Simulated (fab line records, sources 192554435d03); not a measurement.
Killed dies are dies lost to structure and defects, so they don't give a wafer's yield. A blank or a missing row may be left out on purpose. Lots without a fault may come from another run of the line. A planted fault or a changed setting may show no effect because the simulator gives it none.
Chamber matching | flow n5_finfet | N5_BEOL_M10_CURE_71 on uv_cure-03: 3 sister chambers
The step cures SiCOH lowk, time 240 s. 3 wafers are shown with their chamber, then 10 later ones without.

WAFERS WITH THEIR CHAMBER
wafer  | chamber | wafer_temp_C_max
L085.5 | 1       | 386.9
L086.6 | 2       | 386.3
L093.4 | 0       | 387.9

WAFERS WITHOUT THEIR CHAMBER
wafer  | wafer_temp_C_max
L093.5 | 387.7
L094.1 | 387.2
L094.2 | 387.3
L094.4 | 387.3
L095.2 | 387.2
L095.3 | 387.4
L095.6 | 387.3
L096.3 | 386.4
L096.4 | 386.6
L096.5 | 386.6

WHICH CHAMBER EACH WENT THROUGH
wafer  | from the rows above          | in truth
L093.5 | can't be placed: 0 or 1      | 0
L094.1 | can't be placed: 1 or 0 or 2 | 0
L094.2 | can't be placed: 1 or 0 or 2 | 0
L094.4 | can't be placed: 1 or 0 or 2 | 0
L095.2 | can't be placed: 1 or 0 or 2 | 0
L095.3 | can't be placed: 0 or 1 or 2 | 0
L095.6 | can't be placed: 1 or 0 or 2 | 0
L096.3 | can't be placed: 2 or 1      | 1
L096.4 | can't be placed: 1 or 2      | 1
L096.5 | can't be placed: 1 or 2      | 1
Placed correctly: 0 of 10. Can't be placed from these rows: 10 (the true chamber is among the candidates in 10). Placed wrongly: 0.
How it was worked out, from the rows above alone: a wafer's distance from a chamber is the root of the sum, over the readings, of the square of ((its reading less the chamber's mean) divided by the reading's scatter). The wafer belongs to the nearest chamber; if the next one is less than 2 further off, it can't be placed. A chamber's mean is the mean of its shown wafers. The scatter: with one shown wafer a chamber, the root of the mean of the squares of how far each hidden wafer lies from its nearest shown one.
